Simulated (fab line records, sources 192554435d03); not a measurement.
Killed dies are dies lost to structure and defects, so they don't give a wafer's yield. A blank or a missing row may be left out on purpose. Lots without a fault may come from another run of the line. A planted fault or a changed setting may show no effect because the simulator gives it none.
fab line records | flow n5_finfet
record lots=3 wafers=8 last_day=15
route steps=1938 shown BEOL_M4@1099 BEOL_M5@1112 PASSIVATION@1915
lots that met no fault: from a run of the same line without faults
start_h: hours from the record's first day to the start of the lot's first wafer shown | wait_h: hours since the lot's step before | " the same as in the row above | L1.1+2: a row that stands for several wafers | - no value, or no start given | * or withheld: withheld | < > ~ a bound
route shown NAME@n: a module of which the file shows steps, and the number in the route of the first | usual: mean/standard deviation of fault-free wafers | same: alike in all rows | chamber/n: place in a boat | sites: the reading at each site | _std_site: their standard deviation | _edge_site: outer sites' mean less inner sites' | radius_mm: how far each site lies from the wafer's centre | mask NAME#n: copy n | behind: the tool/chamber that last shaped the wafer | hold: why the lot was held/for how many hours/how that ended | device: the transistor (n, p or np) that didn't switch | end of line: the same wafers' tests at the end of the route | a step without rows: its recipe alone | killed: dies lost to structure and defects at the first sort, not the wafer's yield | map: a wafer's dies, x killed, . not, _ none there
set.NAME: the setting as run; set.NAME@STEP: as run at that earlier step | model.NAME: the simulator's own value behind a step, which no gauge read
lots at some steps of the route; a table a step, a row a wafer
services: from which hour (start_h, from the record's first day; less than 0 if before it) a tool's chamber was out of use, for how many hours, and why
## steps
# step N5_BEOL_M4_ANNEAL_95
# recipe temp_c=400 time_s=240 ambient=vacuum
# step N5_BEOL_M4_SPUTTER_96
# recipe material=Cu target_thk_a=45 temp_c=-20 chamber_pressure_pa=0.07 power_w=withheld time_s=8.29
# step N5_BEOL_M4_ECD_50
# recipe material=Cu target_thk_a=3000
# step N5_BEOL_M4_ANNEAL_51
# recipe temp_c=225 time_s=90 ambient=N2
# step N5_BEOL_M4_CMP_52
# recipe stop_on=SiOC t_overpolish_s=6.8 down_force_psi=1 platen_rpm=50 clearing_platen_down_force_psi=1.5 clearing_platen_rpm=50 post_cmp_clean=cu_alkaline target_thk_nm=40 clearing_platen_pad_velocity_m_s=0.99484 pad_velocity_m_s=0.99484
# step N5_BEOL_M4_PRE_CLEAN_60
# recipe gas=NH3/H2 time_s=15 temp_c=* rf_power_w=300
# step N5_BEOL_M4_CO_CAP_55
# recipe material=Co target_thk_a=20 temp_c=200 precursor=CCTBA/H2 pressure_torr=30 time_s=102.1
# step N5_BEOL_M4_PRE_CLEAN_56
# recipe gas=NH3 time_s=15 temp_c=withheld rf_power_w=300
# step N5_BEOL_M4_DEP_57
# recipe material=SiCN target_thk_a=80 temp_c=withheld precursor=3MS/NH3 pressure_torr=3 rf_w=202 time_s=14
# step N5_BEOL_M4_RC_MEAS_101
# usual DIBL_N=36.8/2.2 DIBL_P=37.0/2.8 IOFF_N=0.18/0.043 IOFF_P=0.23/0.05 ION_N=680/14 ION_P=466/9.1 SS_N=71.7/0.74 SS_P=73.5/0.79 VT_N=248/4 VT_P=-249/4.1
# columns lot.wafer tool chamber start_h wait_h DIBL_N[mV/V] DIBL_P[mV/V] IOFF_N[nA/um] IOFF_P[nA/um] ION_N[uA/um] ION_P[uA/um] SS_N[mV/dec] SS_P[mV/dec] VT_N[mV] VT_P[mV]
L669.1 prober-02 0 203.33 0.0 37.4 36.4 0.17 0.24 682 468 72.3 73.7 250 -248
L669.4 " 0 " " 37.2 36.4 0.16 0.23 680 468 71.4 73.6 247 -246
L669.6 " 0 " " 34.5 33.6 0.12 0.18 671 466 71.1 72.3 253 -253
L673.1 prober-02 0 232.60 0.0 36.4 35.0 0.17 0.24 679 469 71.4 74.1 249 -243
L673.2 " 0 " " 37.6 38.2 0.19 0.32 686 477 71.2 74.0 248 -241
L677.1 prober-01 0 253.26 0.0 31.9 30.1 0.09 0.16 634 451 70.6 73.1 260 -252
L677.2 " 0 " " 35.7 34.7 0.15 0.23 674 467 71.0 73.3 250 -249
L677.3 " 0 " " 36.2 35.9 0.16 0.24 673 468 71.7 73.4 249 -247
# step N5_BEOL_M5_ILD_DEP_00
# recipe material=SiCOH_lowk target_thk_a=1406.4 temp_c=300 precursor=DEMS/porogen pressure_torr=5 rf_w=500 time_s=25.9
# step N5_BEOL_M5_CURE_79
# recipe temp_c=385 time_s=240 ambient=He/Ar material=SiCOH_lowk
# step N5_BEOL_M5_PECVD_70
# recipe material=SiO2 target_thk_a=160 temp_c=400 precursor=TEOS/O2 pressure_torr=5.5 rf_w=450 teos_flow_sccm=53.8 gas=O2 flow_sccm=3000 time_s=18
# step N5_BEOL_M5_HM_DEP_02
# recipe material=TiN target_thk_a=200 temp_c=25 chamber_pressure_pa=0.49996
# step N5_BEOL_M5_COAT_59
# recipe resist=SOC temp_c=250 time_s=60 spin_rpm=1500 resist_thk_nm=60
# step N5_BEOL_M5_COAT_60
# recipe resist=SiARC temp_c=220 time_s=60 spin_rpm=1500 resist_thk_nm=12
# step N5_BEOL_M5_COAT_71
# recipe resist=underlayer temp_c=205 time_s=60 spin_rpm=1500 resist_thk_nm=5
# step N5_BEOL_M5_COAT_05
# recipe resist=CAR-EUV spin_rpm=1500 resist_thk_nm=30
# step N5_BEOL_M5_EBR_07
# recipe solvent=PGMEA ebr_width_mm=1.5
# step N5_BEOL_M5_SOFTBAKE_06
# recipe temp_c=110 time_s=60 resist=CAR-EUV
# step N5_BEOL_M5_EXPOSE_08
# recipe mask_id=M5 na=0.33 source_shape=annular sigma_inner=0.4 sigma_outer=0.8 polarization=unpolarized target_cd_nm=28 dose_mj=35.75
# step N5_BEOL_M5_PEB_09
# recipe peb_temp_c=100 peb_time_s=60 resist=CAR-EUV
# step N5_BEOL_M5_DEVELOP_10
# recipe develop_time_s=30 developer=TMAH resist=CAR-EUV rinse_liquid=surfactant_rinse dry=air_spin dev_temp_c=23
# step N5_BEOL_M5_DESCUM_16
# recipe chemistry=O2 time_s=7 source_power_w=50 bias_power_w=20 pressure_mtorr=20 rf_frequency_hz=2.712e+07 temp_c=40 resist=CAR-EUV o2_flow_sccm=225
# step N5_BEOL_M5_ETCH_72
# recipe chemistry=N2/H2 target=underlayer target_depth_a=65 mask_material=CAR-EUV time_s=5.2 ion_energy_ev=200 pressure_mtorr=30 source_w=840 bias_w=150 n2_flow_sccm=200 h2_flow_sccm=200 ends=cleared
# step N5_BEOL_M5_ETCH_61
# recipe chemistry=CF4 target=SiARC target_depth_a=156 mask_material=CAR-EUV time_s=26 ion_energy_ev=80 pressure_mtorr=40 source_w=545 bias_w=36 Ar_flow_sccm=100 cf4_flow_sccm=100 ends=cleared
# step N5_BEOL_M5_ETCH_62
# recipe chemistry=N2/H2 target=SOC target_depth_a=750 overetch_a=150 mask_material=SiARC temp_c=40 time_s=112.5 ion_energy_ev=200 pressure_mtorr=30 source_w=840 bias_w=150 n2_flow_sccm=200 h2_flow_sccm=200
# step N5_BEOL_M5_STRIP_63
# recipe chemistry=N2/H2 temp_c=40 n2_flow_sccm=200 h2_flow_sccm=200 rf_frequency_hz=6e+07
# step N5_BEOL_M5_STRIP_73
# recipe chemistry=N2/H2 temp_c=40 n2_flow_sccm=200 h2_flow_sccm=200 rf_frequency_hz=6e+07
# step N5_BEOL_M5_STRIP_64
# recipe chemistry=CF4 resist=SiARC power_w=300 bias_power_w=75 pressure_mtorr=50 cf4_flow_sccm=150 rf_frequency_hz=6e+07
# step N5_BEOL_M5_HM_OPEN_17
# recipe chemistry=Cl2/BCl3 target_depth_a=200 overetch_a=60 target=TiN mask_material=SOC ion_energy_ev=150 pressure_mtorr=10 icp_w=1000 bias_w=126 Cl2_flow_sccm=53.25 bcl3_flow_sccm=21.75 Ar_flow_sccm=25
# step N5_BEOL_M5_STRIP_19
# recipe chemistry=O2 power_w=400 temp_c=40 pressure_mtorr=30 rf_frequency_hz=6e+07 bias_power_w=0 overash_fraction=0.2 o2_flow_sccm=225
# step N5_BEOL_M5_COAT_65
# recipe resist=SOC temp_c=250 time_s=60 spin_rpm=1500 resist_thk_nm=60
# step N5_BEOL_M5_COAT_66
# recipe resist=SiARC temp_c=220 time_s=60 spin_rpm=1500 resist_thk_nm=12
# step N5_PASSIVATION_PECVD_53
# recipe material=SiO2 target_thk_a=8000 temp_c=400 precursor=TEOS/O2 pressure_torr=6.5 rf_w=withheld teos_flow_sccm=withheld gas=O2 flow_sccm=2650 time_s=169.4
# usual run_length_s=197.1/0.46
# columns lot.wafer tool chamber start_h wait_h run_length_s model.SiO2_of_PASSIVATION_PECVD_53.thk_nm
L669.1 pecvd-02 1 302.29 0.0 197.1 791.4
L669.4 " 2 " " 197.4 795.2
L669.6 " 1 " " 197.2 814.4
L673.1 pecvd-02 2 339.49 0.0 216.2 883.2
L673.2 " 1 " " 197.2 800.6
L677.1 pecvd-04 0 348.76 0.0 197.1 803.8
L677.2 " 1 " " 196.5 790.8
L677.3 " 2 " " 197.4 795.4
# step N5_PASSIVATION_PROBE_49
# usual defect_limited_yield=91.4/1.5 killed_at_M0_to_M3=36/11 killed_at_M4_up=14/6 killed_at_contacts=11/6 killed_at_front_end=37/11 killed_at_other=4/3.4 killed_dies=102/18 killed_open=66/13 killed_short=34/7.8 sort_bin_5_function=5.0/0.97 sort_bin_6_memory=3.2/0.7 sort_bin_8_speed=0.0/0.38 sort_n_pass=1078/19 sort_yield_pct=91.3/1.6
# same gross_dies=1180 killed_at_back_side=0 sort_bin_4_leakage[%]=0
# columns lot.wafer tool chamber start_h wait_h defect_limited_yield[%] killed_at_M0_to_M3 killed_at_M4_up killed_at_contacts killed_at_front_end killed_at_other killed_dies killed_open killed_short sort_bin_5_function[%] sort_bin_6_memory[%] sort_bin_8_speed[%] sort_n_pass sort_yield_pct[%]
L669.1 prober-01 - 306.27 0.0 91.9 32 17 9 34 4 96 65 31 4.7 3.0 0 1084 91.9
L669.4 prober-01 - 306.42 0.2 90.8 50 10 8 38 2 108 73 33 5.1 3.9 0 1072 90.8
L669.6 prober-01 - 306.52 0.3 91.8 31 16 10 36 4 97 57 36 5.4 2.5 0 1083 91.8
L673.1 prober-02 - 343.29 0.0 23.6 23 20 14 33 811 901 73 19 72.6 3.6 0 279 23.6
L673.2 prober-02 - 343.34 0.1 91.4 40 10 10 35 7 102 69 30 5.4 3.1 0 1078 91.4
L677.1 prober-02 - 352.94 0.0 90.7 45 18 9 30 8 110 61 48 5.6 3.3 3.9 1024 86.8
L677.2 prober-02 - 352.99 0.1 91.1 35 17 10 37 6 105 67 38 5.4 3.2 0 1075 91.1
L677.3 prober-02 - 353.04 0.1 91.9 43 10 9 31 3 96 62 33 4.4 3.6 0 1084 91.9
# killed by level:class
L669.1 BEOL_M3:geometric_particle:open=9 STI_FIN_REVEAL:geometric_particle:open=7 MOL_CONTACT_COAG:geometric_particle:open=7 DUMMY_GATE:geometric_particle:open=6 BEOL_M0_SAQP:geometric_particle:short=5 ILD0:geometric_particle:open=4 BEOL_M0_SAQP:geometric_particle:open=4 BEOL_M4:geometric_particle:open=4
L669.4 BEOL_M3:geometric_particle:open=17 BEOL_M0_SAQP:geometric_particle:short=12 FIN_SAQP:geometric_particle:open=7 MOL_CONTACT_COAG:geometric_particle:open=7 BEOL_M0_SAQP:geometric_particle:open=7 STI_FIN_REVEAL:geometric_particle:open=5 BEOL_M5:geometric_particle:open=5 FIN_CUT:geometric_particle:open=4
L669.6 BEOL_M4:geometric_particle:open=9 FIN_SAQP:geometric_particle:short=8 BEOL_M1:geometric_particle:open=8 BEOL_M0_SAQP:geometric_particle:short=6 GATE_CUT:geometric_particle:short=6 STI_FIN_REVEAL:geometric_particle:open=5 MOL_CONTACT_COAG:geometric_particle:short=5 BEOL_M2:geometric_particle:open=5
L673.1 PASSIVATION:area_pecvd=807 FIN_SAQP:geometric_particle:open=17 MOL_CONTACT_COAG:geometric_particle:open=11 BEOL_M5:geometric_particle:open=8 BEOL_M0_SAQP:geometric_particle:open=7 BEOL_M2:geometric_particle:open=6 BEOL_M0_SAQP:geometric_particle:short=5 STI_FIN_REVEAL:geometric_particle:open=3
L673.2 FIN_SAQP:geometric_particle:open=15 BEOL_M0_SAQP:geometric_particle:short=10 BEOL_M2:geometric_particle:open=9 MOL_CONTACT_COAG:geometric_particle:open=8 FIN_SAQP:geometric_particle:short=6 BEOL_M1:geometric_particle:open=6 BEOL_M3:geometric_particle:open=6 BEOL_M0_SAQP:geometric_particle:open=5
L677.1 BEOL_M0_SAQP:geometric_particle:open=8 BEOL_M4:geometric_particle:open=8 BEOL_M3:geometric_particle:open=8 FIN_SAQP:geometric_particle:short=7 MOL_CONTACT_COAG:geometric_particle:open=7 BEOL_M0_SAQP:geometric_particle:short=7 STI_FIN_REVEAL:geometric_particle:open=6 BEOL_M2:geometric_particle:short=6
L677.2 BEOL_M0_SAQP:geometric_particle:short=11 STI_FIN_REVEAL:geometric_particle:open=10 MOL_CONTACT_COAG:geometric_particle:open=8 BEOL_M4:geometric_particle:open=8 BEOL_M0_SAQP:geometric_particle:open=7 BEOL_M3:geometric_particle:open=7 FIN_SAQP:geometric_particle:open=5 STI_FIN_REVEAL:geometric_particle:short=5
L677.3 BEOL_M0_SAQP:geometric_particle:open=12 FIN_SAQP:geometric_particle:short=10 FIN_SAQP:geometric_particle:open=8 MOL_CONTACT_COAG:geometric_particle:open=6 BEOL_M0_SAQP:geometric_particle:short=6 BEOL_M2:geometric_particle:open=6 BEOL_M3:geometric_particle:open=6 BEOL_M2:geometric_particle:short=5
# map L673.1 (x killed, . not)
_________________...x..x.....________________
______________....x..xx...x....._____________
___________....xxx.xx.x.xx.xx..x...__________
__________.xxxx...xxx.xx.xxxx.x.xx.x_________
________...x..xxx.xx.xxxxxxxxxxxx.x..._______
_______.xxxxxxxxxxxxxxxxxxxxxxxxx.xxxx.______
______xx.xxxxxxxxxxxxxxxxxxxxx.xx...x..._____
_____...x.xxxx.xxxxxxxxxxxxxxxxxx.x.x....____
____...xx.xxxxxxxxxxxxxxxxxxxxxxx.x.xx....___
___..xxxxxxxxxxxxxxxxxxxxxxxxxxxxxxxxxx....__
___.x.x.xxxxxxxxxxxxxxxxxxxxxxxxxx.xxxxx..x__
__....xxxxxxxxxxxxxxxxxxxxxxxxxxxxxxxxxx..x._
__...xx.xxxxxxxxxxxxxxxxxxxxxxxxxxxxxxxx...._
_x..xxxxxxxxxxxxxxxxxxxxxxxxxxxxxxxxx.xxxx.x.
_x..xxx.xxxxxxxxxxxxxxxxxxxxxxxxxxxxxxxxxxx..
_.....xxxxxxxxxxxxxxxxxxxxxxxxxxxxxxxxxxx.x..
_..x..x.xxxxxxxxxxxxxxxxxxxxxxxxxxxxxxxx..x..
_xx.xxxxxxxxxxxxxxxxxxxxxxxxxxxxxxxxxxxxx..x.
_.xxxxxxxxxxxxxxxxxxxxxxxxxxxxxxxxxxxxx.xx.x.
_..x..xxxxxxxxxxxxxxxxxxxxxxxxxxxxxxxxxxxx...
_x..x.xxxxxxxxxxxxxxxxxxxxxxxxxxxxxxxxxxxx...
__....xxxxxxxxxxxxxxxxxxxxxxxxxxxxxxxxxx.x.._
__...xx.xxxxxxxxxxxxxxxxxxxxxxxxxxxxxxxxxx.._
___..x.x.xxxxxxxxxxxxxxxxxxxxxxxxxxxxxx.x..__
___.....x.xxxxxxxxxxxxxxxxxxxxxxxxxxxxx.xx.__
____..x.xxxxxxxxxxxxxxxxxxxxxxxxxxxxxx.x..___
_____...x.xxxxxxxxxxxxxxxxxxxxxxxx.xx..x.____
______....xx.x.xxxxxxxxxxxxxxxxxxxx..xx._____
_______.xx.xx.x.xxxxxxxxxxxxx.xxxxxxx..______
________...x..xxxxxxxxxxxxxxxx.xx..x.._______
__________...xx.xxxxxxxxxxx.xx.xxxx._________
___________....xx.xxx...xxxxx..x...__________
______________.....x.x....x....._____________
_________________............________________
# map L669.4 (x killed, . not)
_________________..x....xx...________________
______________..x...xx.........._____________
___________.......x................__________
__________.........x................_________
________.......x..............x......._______
_______................x.xx..........x.______
______x..x.x............................_____
_____...x.........................x.....x____
____.....x............x.....x..x..x.......___
___x............xx..x......x.....x.........__
___x...x.........x...............x....x....__
__.......x..x................x.............._
__...........x.x.........x.................._
_............................................
_.....x.......xx.............................
_.........x.x.x..............................
_...............x...........x......x........x
_..................x..............x......x...
_.........................x..................
_.............x............xxx........x......
_..........x...........................x.x...
__.......x........x..x...x.x.x.............._
__...x............................x........._
___..x.x.............x.....x......x........__
___...x............x...xx....x.........x..x__
____.......................x......x.......___
_____.................x..........x......x____
______...........xx....xxx....x........._____
_______.....................x....x.....______
________............x....x............_______
__________..........x..............._________
___________..........x............x__________
______________...x.x....x...x..._____________
_________________x........x..________________
## services
# columns tool chamber start_h hours kind
pecvd-02 - 317.36 0.8 repair
## key
first_sign step=N5_PASSIVATION_PECVD_53 reading=run_length_s direction=up sigmas=41 usual=* struck=*
effect step=N5_PASSIVATION_PROBE_49 reading=killed_at_other direction=up sigmas=99+ usual=4 struck=811
model_effect step=N5_PASSIVATION_PECVD_53 value=SiO2_of_PASSIVATION_PECVD_53.thk_nm without=792 struck=883.2
more_kills_born_at N5_PASSIVATION_PECVD_53@pecvd-02=807
met_at N5_PASSIVATION_PECVD_53
struck_wafers L673.1
later_rows_left_out L673.1
onset_between 302.29 339.49
fault kind=process_parameter_drift tool=pecvd-02 chamber=- onset_h=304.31 steps=N5_PASSIVATION_PECVD_53 channel=time_s offset=* shape=step end_h=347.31 scope=struck_wafers_only acts_in=* stated=*
# later_rows_left_out: the simulator's readings of these wafers behind a module that went badly wrong aren't trusted and aren't shown, but for the sort
